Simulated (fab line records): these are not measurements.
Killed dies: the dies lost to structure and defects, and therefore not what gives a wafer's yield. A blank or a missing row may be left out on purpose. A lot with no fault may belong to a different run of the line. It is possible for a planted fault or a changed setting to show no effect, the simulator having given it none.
Matching of chambers / flow n5 finfet / rie diel-05 running N5_BEOL_M9_VIA_ETCH_34: 4 sister chambers
The step etches SiCOH lowk in C4F6/O2, target depth 182.4 nm, time 68.4 s. 8 wafers are shown with their chamber, then 7 later ones without.

## WAFERS PAIRED WITH THEIR CHAMBERS
wafer=L082.6; chamber=0; throttle valve pct (%)=21.04; showerhead plenum p Torr (Torr)=2.68
wafer=L084.1; chamber=2; throttle valve pct (%)=21.48; showerhead plenum p Torr (Torr)=2.94
wafer=L084.6; chamber=2; throttle valve pct (%)=21.46; showerhead plenum p Torr (Torr)=2.94
wafer=L086.2; chamber=1; throttle valve pct (%)=20.84; showerhead plenum p Torr (Torr)=2.86
wafer=L086.3; chamber=0; throttle valve pct (%)=21.06; showerhead plenum p Torr (Torr)=2.67
wafer=L086.4; chamber=3; throttle valve pct (%)=20.79; showerhead plenum p Torr (Torr)=2.95
wafer=L087.2; chamber=3; throttle valve pct (%)=20.80; showerhead plenum p Torr (Torr)=2.95
wafer=L087.4; chamber=1; throttle valve pct (%)=20.85; showerhead plenum p Torr (Torr)=2.85

## WAFERS WHOSE CHAMBER IS MISSING
wafer=L087.6; throttle valve pct (%)=21.08; showerhead plenum p Torr (Torr)=2.67
wafer=L091.2; throttle valve pct (%)=21.50; showerhead plenum p Torr (Torr)=2.94
wafer=L091.3; throttle valve pct (%)=20.80; showerhead plenum p Torr (Torr)=2.95
wafer=L091.4; throttle valve pct (%)=20.87; showerhead plenum p Torr (Torr)=2.85
wafer=L095.1; throttle valve pct (%)=20.88; showerhead plenum p Torr (Torr)=2.85
wafer=L095.3; throttle valve pct (%)=20.80; showerhead plenum p Torr (Torr)=2.94
wafer=L095.4; throttle valve pct (%)=20.70; showerhead plenum p Torr (Torr)=3.01

## EACH ONE'S CHAMBER
wafer=L087.6; from the rows above=0; in truth=0
wafer=L091.2; from the rows above=2; in truth=2
wafer=L091.3; from the rows above=3; in truth=3
wafer=L091.4; from the rows above=1; in truth=1
wafer=L095.1; from the rows above=1; in truth=1
wafer=L095.3; from the rows above=3; in truth=3
wafer=L095.4; from the rows above=3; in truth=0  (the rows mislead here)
Correct placement for 6 of the 7. Not placeable from these rows: 0. Number placed wrongly: 1.
How it was worked out, from the rows above alone: a wafer's distance from a chamber is the root of the sum, over the readings, of the square of ((its reading less the chamber's mean) divided by the reading's scatter). If the next closest chamber is less than 2 further off than the closest, the wafer can't be placed; otherwise it belongs to the closest. For every chamber, the mean is computed from those of its wafers that are shown. How the scatter is found: for the shown wafers, subtract from each reading the mean of its chamber, square and add these, divide the total by (wafers less chambers), then take the root.
